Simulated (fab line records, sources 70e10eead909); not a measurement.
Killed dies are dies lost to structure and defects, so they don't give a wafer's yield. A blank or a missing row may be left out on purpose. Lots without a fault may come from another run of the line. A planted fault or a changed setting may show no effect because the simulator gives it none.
A struck lot beside a sound one | flow nand_harc | 15 steps out of a route of 1302
Sound: wafers L243.3, L243.5, L243.6. Struck: wafers L232.1, L232.2, L232.3. The cause comes at the end.
At each step with rows: each side's tool, then ch and its chambers, then its first start. Under that, the readings that differ: sound wafers | struck wafers | difference of the means | sigmas: that difference in standard deviations of wafers without a fault.
alike: readings whose means differ by less than 2 such deviations, and words and numbers that are the same on both sides. not compared: withheld readings, readings that some wafer has no value for, bounds like >300 that may hide the same value, and numbers for which the record gives no deviation and whose values overlap.
The two part at a step that has a row with sigmas, a row that says differs or no value, or rows on one side only. Numbers that don't overlap but have no deviation are shown without sigmas and don't part them. A reading that every wafer of one side lacks parts them only if that side has two wafers or more.

NHARC_A_DECK1_JOINT_CMP_02: polishes SiOx.
  sound on cmp-03 ch 2,3, day 19 13:20; struck on cmp-03 ch 0,1,3, day 15 09:08
  alike: motor_current_A
then, 1 step without rows for these wafers: NHARC_A_DECK1_JOINT_SRD_15.
NHARC_A_DECK1_JOINT_DEP_16: deposits SiO2, target thk 45 nm.
  sound on pecvd-04 ch 0,1,2, day 19 13:44; struck on pecvd-01 ch 0,1,2, day 15 09:31
  alike: heater_power_w, susceptor_temp_C, throttle_valve_pct
NHARC_A_DECK1_JOINT_THK_MEAS_17: measures by ellipsometry.
  sound on film_metro-01, day 19 13:59; struck on film_metro-02, day 15 09:49
  alike: thk_nm
NHARC_A_DECK1_JOINT_INSPECT_05:
  sound on defect_inspect-01, day 19 14:01; struck on defect_inspect-01, day 15 09:50
  alike: raw_defect_count
then, 1 step without rows for these wafers: NHARC_A_ONON_D2_DEP_00 (target thk 1000 nm).
NHARC_A_ONON_D2_THK_MEAS_02: measures by ellipsometry.
  sound on film_metro-01, day 19 14:36; struck on film_metro-02, day 15 10:25
  alike: thk_nm
then, 1 step without rows for these wafers: NHARC_A_ONON_D2_DEP_03 (target thk 1000 nm).
NHARC_A_ONON_D2_THK_MEAS_05: measures by ellipsometry.
  sound on film_metro-01, day 19 15:10; struck on film_metro-01, day 15 10:59
  alike: thk_nm
then, 1 step without rows for these wafers: NHARC_A_ONON_D2_DEP_06 (target thk 1000 nm).
NHARC_A_ONON_D2_THK_MEAS_08: measures by ellipsometry.
  sound on film_metro-01, day 19 15:44; struck on film_metro-01, day 15 11:33
  alike: thk_nm
NHARC_A_ONON_D2_DEP_09: target thk 1000 nm.
  sound on pecvd_onon-01 ch 0, day 19 15:54; struck on pecvd_onon-01 ch 0, day 15 11:37
  alike: n2o_flow_sccm, susceptor_temp_C
NHARC_A_ONON_D2_THK_MEAS_11: measures by ellipsometry.
  sound on film_metro-01, day 19 16:19; struck on film_metro-02, day 15 12:07
  reading     | sound          | struck      | difference | sigmas
  thk_nm (nm) | 1014 1013 1013 | 564 564 563 | -450       | -41
then, 1 step without rows for these wafers: NHARC_A_ONON_D2_DEP_12 (target thk 1000 nm).
-- the record jumps here: 12 days lie between the struck wafers' starts before and after (it left off in module A_ONON_D2 and takes up again in module END, whose first step shown is number 1302 of the route) --
NHARC_END_SORT_01:
  sound on prober-01 ch 0, day 32 09:47; struck on prober-02 ch 0, day 27 16:05
  reading         | sound    | struck      | difference | sigmas
  killed_at_array | 52 48 49 | 677 671 676 | +625       | +30
  killed_dies     | 56 50 55 | 677 677 677 | +623       | +30
  alike: killed_at_other, killed_at_periphery, killed_open, killed_short

WHERE THEY PART
First at NHARC_A_ONON_D2_THK_MEAS_11; last, within this record, at NHARC_END_SORT_01.

WHY: what the simulator had put in
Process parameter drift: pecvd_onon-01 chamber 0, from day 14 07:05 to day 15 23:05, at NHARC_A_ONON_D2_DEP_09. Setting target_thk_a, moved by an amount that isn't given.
